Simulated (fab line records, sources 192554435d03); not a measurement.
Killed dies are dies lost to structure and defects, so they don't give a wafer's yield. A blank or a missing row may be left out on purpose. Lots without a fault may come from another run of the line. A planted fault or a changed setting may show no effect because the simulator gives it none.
fab line records | flow n5_finfet
record lots=4 wafers=12 last_day=18
route steps=1938 shown SD_EPI_P@318 SD_ACTIVATION@330 ILD0@335 SDB@347 BEOL_M4@1111 PASSIVATION@1936
lots that met no fault: from a run of the same line without faults
start_h: hours from the record's first day to the start of the lot's first wafer shown | wait_h: hours since the lot's step before | " the same as in the row above | L1.1+2: a row that stands for several wafers | - no value, or no start given | * or withheld: withheld | < > ~ a bound
route shown NAME@n: a module of which the file shows steps, and the number in the route of the first | usual: mean/standard deviation of fault-free wafers | same: alike in all rows | chamber/n: place in a boat | sites: the reading at each site | _std_site: their standard deviation | _edge_site: outer sites' mean less inner sites' | radius_mm: how far each site lies from the wafer's centre | mask NAME#n: copy n | behind: the tool/chamber that last shaped the wafer | hold: why the lot was held/for how many hours/how that ended | device: the transistor (n, p or np) that didn't switch | end of line: the same wafers' tests at the end of the route | a step without rows: its recipe alone | killed: dies lost to structure and defects at the first sort, not the wafer's yield | map: a wafer's dies, x killed, . not, _ none there
set.NAME: the setting as run; set.NAME@STEP: as run at that earlier step | model.NAME: the simulator's own value behind a step, which no gauge read
lots at some steps of the route; a table a step, a row a wafer
services: from which hour (start_h, from the record's first day; less than 0 if before it) a tool's chamber was out of use, for how many hours, and why
## steps
# step N5_SD_EPI_P_SRD_20
# recipe dry=ipa_marangoni do_ppb=5 time_s=30 temp_c=23 rinse_liquid=diw
# step N5_SD_EPI_P_PRECLEAN_51
# recipe chemistry=NF3:NH3 afs_cycles=1 temp_c=30 time_s=20 sublimation_temp_c=180 sublimation_time_s=60 pressure_torr=3 rf_power_w=30
# step N5_SD_EPI_P_VAPOR_ETCH_44
# recipe chemistry=NF3/Ar target=SiGe30 temp_c=25 time_s=3.3 mode=isotropic
# step N5_SD_EPI_P_EPI_21
# recipe material=SiGe:B dopant=B temp_c=550 pressure_torr=20 ambient=H2 time_s=355
# step N5_SD_EPI_P_HM_STRIP_48
# recipe chemistry=H3PO4 temp_c=160 material=SiNx target=SiNx target_depth_a=30 overetch_fraction=0.3
# step N5_SD_EPI_P_SRD_49
# recipe dry=ipa_marangoni time_s=30 temp_c=23 rinse_liquid=diw
# step N5_SD_EPI_P_PRECLEAN_24
# recipe chemistry=O3/DIW time_s=45 temp_c=22 o3_ppm=10
# step N5_SD_EPI_P_PRECLEAN_32
# recipe chemistry=dHF time_s=10 dilution=500:1 temp_c=25
# step N5_SD_EPI_P_PRECLEAN_33
# recipe chemistry=SC2 time_s=45 temp_c=35 mix=1:1:50
# step N5_SD_EPI_P_SRD_25
# recipe time_s=30 temp_c=23 rinse_liquid=diw dry=ipa_marangoni
# step N5_SD_ACTIVATION_RTA_00
# recipe temp_c=975 time_s=0 ambient=N2 idle_temp_c=600 ramp_up_c_per_s=150 ramp_down_c_per_s=60 cool_to_c=600
# usual lamp_power_pct=8.96/0.054 lamp_zone_1_pct=8.95/0.031 lamp_zone_2_pct=8.949/0.028 lamp_zone_3_pct=8.950/0.026 lamp_zone_4_pct=8.951/0.027 lamp_zone_5_pct=8.953/0.027 lamp_zone_6_pct=8.879/0.028 lamp_zone_7_pct=9.352/0.03 wafer_temp_C_max=974.9/2.1
# columns lot.wafer tool chamber start_h wait_h lamp_power_pct lamp_zone_1_pct lamp_zone_2_pct lamp_zone_3_pct lamp_zone_4_pct lamp_zone_5_pct lamp_zone_6_pct lamp_zone_7_pct wafer_temp_C_max
L836.4 rtp_anneal-01 0 59.06 0.2 8.90 9.00 8.920 8.909 8.972 8.949 8.894 9.352 976.5
L836.5 " 0 " " 8.95 8.99 8.980 8.958 8.895 8.947 8.883 9.394 975.7
L836.6 " 0 " " 8.94 8.96 8.954 8.966 8.976 9.012 8.848 9.335 973.2
L848.4 rtp_anneal-01 0 130.52 0.2 9.39 9.39 9.394 9.342 9.400 9.398 9.306 9.802 972.8
L848.5 " 0 " " 9.35 9.36 9.378 9.362 9.329 9.367 9.284 9.817 974.6
L848.6 " 0 " " 9.39 9.36 9.388 9.337 9.378 9.379 9.281 9.822 976.7
L847.1 rtp_anneal-01 0 130.88 0.0 9.36 9.41 9.345 9.355 9.374 9.389 9.316 9.756 973.0
L847.2 " 0 " " 9.44 9.38 9.348 9.375 9.379 9.348 9.241 9.791 975.9
L847.6 " 0 " " 9.34 9.35 9.400 9.368 9.354 9.366 9.285 9.793 977.1
L858.3 rtp_anneal-02 0 189.63 0.1 9.10 8.93 8.947 8.943 8.908 8.994 8.873 9.369 975.6
L858.4 " 0 " " 9.02 8.93 8.910 8.963 8.955 8.945 8.841 9.339 974.0
L858.5 " 0 " " 8.95 8.96 8.907 8.961 8.965 8.948 8.830 9.324 973.4
# step N5_SD_ACTIVATION_LSA_01
# recipe temp_c=1080 time_s=0.0008 ambient=N2
# step N5_ILD0_LINER_00
# recipe material=SiNx target_thk_a=40 temp_c=400 ald_precursor_family=SiH2I2 ald_co_reactant=N2/H2-plasma pulse_time_s=1 purge_time_s=2 co_reactant_purge_time_s=2 ald_cycles=80 pressure_torr=2
# step N5_ILD0_FCVD_FILL_01
# recipe material=SiO2_flowable target_thk_a=2000 temp_c=100 pressure_torr=0.8 rf_w=2000 time_s=328.3
# step N5_ILD0_CURE_02
# recipe temp_c=450 time_s=1800 ambient=steam idle_temp_c=400 ramp_up_c_per_min=5 ramp_down_c_per_min=3 densification_p_h2o_torr=640
# step N5_ILD0_CMP_03
# recipe stop_on=SiNx t_overpolish_s=1.9 post_cmp_clean=alkaline_brush down_force_psi=4.1491 platen_rpm=51.796 pad_velocity_m_s=1.0306 target_thk_nm=197.38
# step N5_ILD0_CMP_07
# recipe stop_on=poly-Si material=SiO2_flowable t_overpolish_s=1.18 post_cmp_clean=alkaline_brush down_force_psi=4.1491 platen_rpm=51.796 pad_velocity_m_s=1.0306 target_thk_nm=138.88
# step N5_ILD0_PRECLEAN_10
# recipe chemistry=NF3:NH3 afs_cycles=5 time_s=20 temp_c=30 sublimation_temp_c=180 sublimation_time_s=60 pressure_torr=3 rf_power_w=30
# step N5_ILD0_ALD_15
# recipe material=SiNx target_thk_a=240 temp_c=400 ald_precursor_family=SiH2I2 ald_co_reactant=N2/H2-plasma pulse_time_s=1 ald_cycles=480 purge_time_s=2 co_reactant_purge_time_s=2 pressure_torr=2
# step N5_ILD0_CMP_12
# recipe stop_on=poly-Si material=SiNx t_overpolish_s=6 post_cmp_clean=alkaline_brush down_force_psi=2.5 platen_rpm=51.8 pad_velocity_m_s=1.0307 target_thk_nm=17.67
# step N5_SDB_HM_DEP_00
# recipe material=SiNx target_thk_a=400 temp_c=400 precursor=SiH4/NH3/N2 pressure_torr=1.5 rf_w=300 time_s=35.3
# step N5_SDB_COAT_03
# recipe resist=SOC temp_c=250 time_s=60 spin_rpm=1500 resist_thk_nm=100
# step N5_SDB_COAT_04
# recipe resist=SiARC temp_c=220 time_s=60 spin_rpm=1500 resist_thk_nm=18
# step N5_SDB_COAT_05
# recipe resist=CAR-ArF spin_rpm=1500 resist_thk_nm=90
# step N5_SDB_EBR_07
# recipe solvent=PGMEA ebr_width_mm=1.5
# step N5_SDB_SOFTBAKE_06
# recipe temp_c=110 time_s=60 resist=CAR-ArF
# step N5_SDB_EXPOSE_08
# recipe mask_id=SDB na=1.35 source_shape=conventional sigma_outer=0.5 polarization=unpolarized dose_mj=49.6
# step N5_SDB_PEB_09
# recipe peb_temp_c=withheld peb_time_s=60 resist=CAR-ArF
# step N5_SDB_DEVELOP_10
# recipe develop_time_s=30 developer=TMAH resist=CAR-ArF rinse_liquid=diw dry=air_spin dev_temp_c=23
# step N5_SDB_DESCUM_16
# recipe chemistry=O2 time_s=7.9 source_power_w=50 bias_power_w=20 pressure_mtorr=20 rf_frequency_hz=2.712e+07 temp_c=40 resist=CAR-ArF o2_flow_sccm=225
# step N5_BEOL_M4_RC_MEAS_101
# usual DIBL_N=36.1/1.9 DIBL_P=36.4/2.5 IOFF_N=0.16/0.036 IOFF_N_85C=3.1/0.56 IOFF_N_LIN=0.074/0.013 IOFF_P=0.22/0.038 IOFF_P_85C=3.7/0.56 IOFF_P_LIN=0.101/0.014 ION_N=672/11 ION_P=462/8 REXT_N=75.1/1.8 REXT_P=100.5/2.3 SS_N=71.6/0.68 SS_P=73.3/0.77 VT_N=250/3.3 VT_N_LVT=99/3.3 VT_P=-250/3.6
# columns lot.wafer tool chamber start_h wait_h DIBL_N[mV/V] DIBL_P[mV/V] IOFF_N[nA/um] IOFF_N_85C[nA/um] IOFF_N_LIN[nA/um] IOFF_P[nA/um] IOFF_P_85C[nA/um] IOFF_P_LIN[nA/um] ION_N[uA/um] ION_P[uA/um] REXT_N[ohm.um] REXT_P[ohm.um] SS_N[mV/dec] SS_P[mV/dec] VT_N[mV] VT_N_LVT[mV] VT_P[mV]
L836.4 prober-01 0 195.80 0.5 38.7 41.0 0.21 3.9 0.090 0.28 4.8 0.125 678 462 71.9 98.8 72.4 73.7 247 97 -248
L836.5 " 0 " " 36.6 39.7 0.18 3.5 0.083 0.26 4.4 0.120 685 472 71.9 97.2 72.4 74.2 249 98 -249
L836.6 " 0 " " 36.6 38.5 0.17 3.3 0.080 0.25 4.3 0.116 680 469 71.2 97.7 72.0 74.0 249 98 -249
L848.4 prober-01 0 258.52 0.5 46.3 38.3 0.36 6.3 0.139 0.30 4.8 0.137 723 483 65.2 89.8 73.3 73.6 236 87 -243
L848.5 " 0 " " 49.8 42.6 0.52 8.7 0.189 0.41 6.3 0.171 737 490 66.0 90.7 74.6 74.8 233 83 -239
L848.6 " 0 " " 45.4 37.9 0.35 6.2 0.141 0.28 4.6 0.129 730 484 65.8 92.3 73.1 74.0 237 85 -243
L847.1 prober-02 0 277.60 0.0 50.0 41.0 0.76 11.2 0.206 0.35 5.5 0.147 742 477 66.3 94.4 76.9 74.9 234 80 -244
L847.2 " 0 " " 47.3 39.0 0.55 8.5 0.184 0.31 4.9 0.133 741 480 67.0 95.6 74.3 74.2 233 81 -245
L847.6 " 0 " " 49.1 40.7 0.64 9.7 0.200 0.35 5.5 0.147 747 480 66.7 94.7 75.0 74.1 232 79 -242
L858.3 prober-02 0 327.26 0.3 35.0 36.3 0.16 3.1 0.073 0.20 3.3 0.094 673 458 76.8 102.7 71.4 73.1 250 96 -250
L858.4 " 0 " " 35.6 37.8 0.18 3.3 0.079 0.23 3.9 0.106 671 466 76.4 101.6 71.3 73.0 249 94 -250
L858.5 " 0 " " 33.9 34.7 0.15 3.0 0.070 0.18 3.1 0.089 671 452 76.5 104.1 71.6 72.3 252 95 -253
# step N5_PASSIVATION_PROBE_49
# usual defect_limited_yield=91.2/1.4 killed_at_M0_to_M3=34/11 killed_at_M4_up=14/6.3 killed_at_contacts=13/7.4 killed_at_front_end=38/11 killed_at_other=4.3/2.9 killed_dies=103/17 killed_open=68/12 killed_short=34/8 sort_bin_4_leakage=0.00/0.027 sort_bin_5_function=5.1/0.9 sort_bin_6_memory=3.3/0.66 sort_n_pass=1077/17 sort_yield_pct=91.2/1.4
# same gross_dies=1180 killed_at_back_side=0 sort_bin_8_speed[%]=0
# columns lot.wafer tool chamber start_h wait_h defect_limited_yield[%] killed_at_M0_to_M3 killed_at_M4_up killed_at_contacts killed_at_front_end killed_at_other killed_dies killed_open killed_short sort_bin_4_leakage[%] sort_bin_5_function[%] sort_bin_6_memory[%] sort_n_pass sort_yield_pct[%]
L836.4 prober-01 - 295.14 0.2 92.8 23 9 11 29 13 85 57 28 0 3.9 3.2 1095 92.8
L836.5 prober-01 - 295.19 0.2 93.4 26 14 7 24 7 78 59 19 0 3.4 3.0 1102 93.4
L836.6 prober-01 - 295.24 0.3 92.1 33 15 13 30 2 93 66 27 0 4.5 3.2 1087 92.1
L848.4 prober-01 - 369.64 0.2 90.8 33 24 20 30 2 109 75 32 4.41 5.5 3.4 1019 86.4
L848.5 prober-01 - 369.69 0.2 89.3 57 13 9 46 1 126 76 50 60.93 6.4 3.6 335 28.4
L848.6 prober-01 - 369.74 0.3 90.7 22 20 18 48 2 110 73 34 3.22 5.7 3.1 1032 87.5
L847.1 prober-01 - 384.31 0.0 90.2 26 18 32 31 9 116 71 42 88.98 5.6 4.0 14 1.2
L847.2 prober-01 - 384.36 0.1 91.9 31 9 26 26 4 96 64 28 64.15 4.5 3.5 327 27.7
L847.6 prober-01 - 384.56 0.3 91.9 35 14 24 19 4 96 65 28 82.88 4.5 3.5 106 9.0
L858.3 prober-01 - 437.00 0.1 89.5 52 6 18 38 10 124 64 59 0 6.5 3.6 1056 89.5
L858.4 prober-01 - 437.05 0.2 92.6 36 7 10 28 6 87 51 35 0 4.2 2.9 1093 92.6
L858.5 prober-01 - 437.10 0.2 92.7 37 6 10 33 0 86 61 23 0 4.8 2.3 1094 92.7
# killed by level:class
L836.4 STI_FIN_REVEAL:geometric_particle:open=11 MOL_CONTACT_COAG:geometric_particle:open=10 BEOL_M2:geometric_particle:open=6 FIN_SAQP:geometric_particle:open=4 BEOL_M0_SAQP:geometric_particle:short=4 PAD_METAL:geometric_particle:short=4 FIN_SAQP:geometric_particle:short=3 DUMMY_GATE:geometric_particle:open=3
L836.5 BEOL_M4:geometric_particle:open=12 STI_FIN_REVEAL:geometric_particle:open=9 BEOL_M2:geometric_particle:open=7 BEOL_M3:geometric_particle:open=7 MOL_CONTACT_COAG:geometric_particle:open=6 FIN_SAQP:geometric_particle:short=5 BEOL_M0:geometric_particle:open=5 DUMMY_GATE:geometric_particle:open=4
L836.6 BEOL_M1:geometric_particle:open=14 MOL_CONTACT_COAG:geometric_particle:open=12 FIN_SAQP:geometric_particle:short=11 STI_FIN_REVEAL:geometric_particle:open=6 BEOL_M4:geometric_particle:open=6 BEOL_M3:geometric_particle:open=5 STI_FIN_REVEAL:geometric_particle:short=4 BEOL_M2:geometric_particle:open=4
L848.4 MOL_CONTACT_COAG:geometric_particle:open=17 BEOL_M4:geometric_particle:open=13 BEOL_M0_SAQP:geometric_particle:short=12 BEOL_M0_SAQP:geometric_particle:open=12 STI_FIN_REVEAL:geometric_particle:open=7 FIN_SAQP:geometric_particle:open=5 DUMMY_GATE:geometric_particle:open=4 BEOL_M6:geometric_particle:open=4
L848.5 BEOL_M0_SAQP:geometric_particle:short=23 BEOL_M0_SAQP:geometric_particle:open=16 STI_FIN_REVEAL:geometric_particle:open=12 MOL_CONTACT_COAG:geometric_particle:open=8 FIN_SAQP:geometric_particle:open=6 FIN_SAQP:geometric_particle:short=6 BEOL_M2:geometric_particle:open=6 STARTING-WAFER:geometric_particle:open=6
L848.6 FIN_SAQP:geometric_particle:open=17 MOL_CONTACT_COAG:geometric_particle:open=14 BEOL_M4:geometric_particle:open=13 FIN_SAQP:geometric_particle:short=9 STI_FIN_REVEAL:geometric_particle:open=8 BEOL_M0_SAQP:geometric_particle:short=8 BEOL_M0_SAQP:geometric_particle:open=7 BEOL_M1:geometric_particle:short=5
L847.1 MOL_CONTACT_COAG:geometric_particle:open=24 FIN_SAQP:geometric_particle:short=11 BEOL_M3:geometric_particle:open=10 FIN_SAQP:geometric_particle:open=8 MOL_CONTACT_COAG:geometric_particle:short=8 BEOL_M4:geometric_particle:open=6 BEOL_M1:geometric_particle:short=5 PASS1_CAP:geometric_particle:short=5
L847.2 MOL_CONTACT_COAG:geometric_particle:open=21 FIN_SAQP:geometric_particle:open=9 BEOL_M1:geometric_particle:open=9 BEOL_M0_SAQP:geometric_particle:short=7 BEOL_M3:geometric_particle:open=5 MOL_CONTACT_COAG:geometric_particle:short=5 BEOL_M0_SAQP:geometric_particle:open=5 FIN_SAQP:geometric_particle:short=4
L847.6 MOL_CONTACT_COAG:geometric_particle:open=18 BEOL_M1:geometric_particle:open=11 FIN_SAQP:geometric_particle:open=7 MOL_CONTACT_COAG:geometric_particle:short=6 FIN_SAQP:geometric_particle:short=5 BEOL_M1:geometric_particle:short=5 BEOL_M2:geometric_particle:open=5 BEOL_M0_SAQP:geometric_particle:open=4
L858.3 BEOL_M0_SAQP:geometric_particle:short=21 MOL_CONTACT_COAG:geometric_particle:open=12 BEOL_M0_SAQP:geometric_particle:open=11 FIN_SAQP:geometric_particle:short=9 FIN_SAQP:geometric_particle:open=8 BEOL_M2:geometric_particle:open=7 STI_FIN_REVEAL:geometric_particle:open=6 MOL_CONTACT_COAG:geometric_particle:short=6
L858.4 BEOL_M0_SAQP:geometric_particle:short=13 MOL_CONTACT_COAG:geometric_particle:open=9 FIN_SAQP:geometric_particle:open=7 BEOL_M0_SAQP:geometric_particle:open=7 FIN_SAQP:geometric_particle:short=6 BEOL_M3:geometric_particle:open=6 STI_FIN_REVEAL:geometric_particle:open=4 MIM_TOP:geometric_particle:short=4
L858.5 BEOL_M0_SAQP:geometric_particle:short=10 FIN_SAQP:geometric_particle:open=9 BEOL_M0_SAQP:geometric_particle:open=9 BEOL_M3:geometric_particle:open=9 STI_FIN_REVEAL:geometric_particle:open=7 MOL_CONTACT_COAG:geometric_particle:open=7 FIN_SAQP:geometric_particle:short=4 ILD0:geometric_particle:open=3
# map L847.1 (x killed, . not)
_________________...x.x...x..________________
______________..............x..._____________
___________.......x.x............x.__________
__________..x.....x...x.x......x...._________
________..............xx...x.........._______
_______.........................x......______
______.................................._____
_____...x................x...............____
____.x..x....x...x.......................x___
___......................x.............x...__
___.x........x.x.x.x.....xx..x.............__
__...............x................x........._
__...x..........x.....................x....._
_..x...................x.....x.x.............
_..........x......x......x........x.....x...x
_.............x...x.x.x......................
_......x.....................................
_..x............x..............xx...x........
_......x.........x...x.x.......x.x...........
_.............x.x.............x..x...........
_x............x..........x...........x...x...
__x...x.x......x.x..x..........x............_
__.........................x......x....x...._
___.x........x..x..........................__
___............x.....x..x....xx.....x......__
____.x.....x.................x............___
_____..x..x....x.....x................x..____
______xx......x..............x.........._____
_______....x....x.................x....______
________.............x................_______
__________....................x....._________
___________.....x.......x......x...__________
______________...........xxx...._____________
_________________.x..........________________
# map L848.5 (x killed, . not)
_________________............________________
______________....x..x....x..x.._____________
___________x............x..........__________
__________.........x....x.x........._________
________......x.x............x........_______
_______.x......x.....x.........x.......______
______............................x....._____
_____...x.......x..x...x.....x..x........____
____..........x......x.x.....x..x......x..___
___...x............x.....x.................__
___x.....................x....x.........x.x__
__........x.........x..........x......x....._
__.....x.........x.........x..x...x...x....._
_....x.....x.x..................x....x......x
_....x.....................x.................
_.......x....x...........x....x...........x..
_........x...........x...xx.x...x...x........
_..x.......x...............................xx
_........x.........x.......x.x.......x......x
_...x....x.............x............x........
_.x..x..............x.................x.x....
__......x..x..............x..x......x......x_
__.........................x....x..........._
___......x.................x.x............x__
___x......x......x..x..................x...__
____........x..x....x..............x...x..___
_____....x..........................x....____
______...................x...x.........._____
_______.x...x.x..x...........x.........______
________....................x........x_______
__________..x......x................_________
___________.....x...x..........x...__________
______________...x.............x_____________
_________________............________________
## services
# columns tool chamber start_h hours kind
rtp_anneal-02 - 49.26 6.7 pm
rtp_anneal-02 - 56.89 3.9 pm
rtp_anneal-01 - 132.96 0.8 pm
## key
first_sign step=N5_SD_ACTIVATION_RTA_00 reading=lamp_zone_4_pct direction=up sigmas=16 usual=* struck=*
effect step=N5_SD_ACTIVATION_RTA_00 reading=lamp_zone_5_pct direction=up sigmas=16 usual=* struck=*
effect step=N5_BEOL_M4_RC_MEAS_101 reading=IOFF_N direction=up sigmas=10 usual=0.16 struck=0.53
effect step=N5_BEOL_M4_RC_MEAS_101 reading=IOFF_N_85C direction=up sigmas=9.4 usual=3.1 struck=8.4
effect step=N5_BEOL_M4_RC_MEAS_101 reading=IOFF_N_LIN direction=up sigmas=8.2 usual=0.074 struck=0.177
effect step=N5_BEOL_M4_RC_MEAS_101 reading=DIBL_N direction=up sigmas=6.3 usual=36.1 struck=48.0
effect step=N5_BEOL_M4_RC_MEAS_101 reading=ION_N direction=up sigmas=5.6 usual=672 struck=737
effect step=N5_BEOL_M4_RC_MEAS_101 reading=VT_N_LVT direction=down sigmas=5 usual=99 struck=82
effect step=N5_BEOL_M4_RC_MEAS_101 reading=VT_N direction=down sigmas=5 usual=250 struck=234
effect step=N5_BEOL_M4_RC_MEAS_101 reading=REXT_N direction=down sigmas=4.9 usual=75.1 struck=66.2
effect step=N5_BEOL_M4_RC_MEAS_101 reading=SS_N direction=up sigmas=4.3 usual=71.6 struck=74.5
effect step=N5_BEOL_M4_RC_MEAS_101 reading=REXT_P direction=down sigmas=3.3 usual=100.5 struck=92.9
effect step=N5_BEOL_M4_RC_MEAS_101 reading=IOFF_P direction=up sigmas=3.1 usual=0.22 struck=0.33
effect step=N5_BEOL_M4_RC_MEAS_101 reading=IOFF_P_LIN direction=up sigmas=3.1 usual=0.101 struck=0.144
effect step=N5_PASSIVATION_PROBE_49 reading=sort_bin_4_leakage direction=up sigmas=99+ usual=0.00 struck=50.76
met_at N5_SD_ACTIVATION_RTA_00
struck_wafers L847.1,L847.2,L847.6,L848.4,L848.5,L848.6
onset_between 59.06 130.52
fault kind=process_parameter_drift tool=rtp_anneal-01 chamber=- onset_h=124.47 steps=N5_SD_ACTIVATION_RTA_00 channel=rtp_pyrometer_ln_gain offset=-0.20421 shape=step end_h=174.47
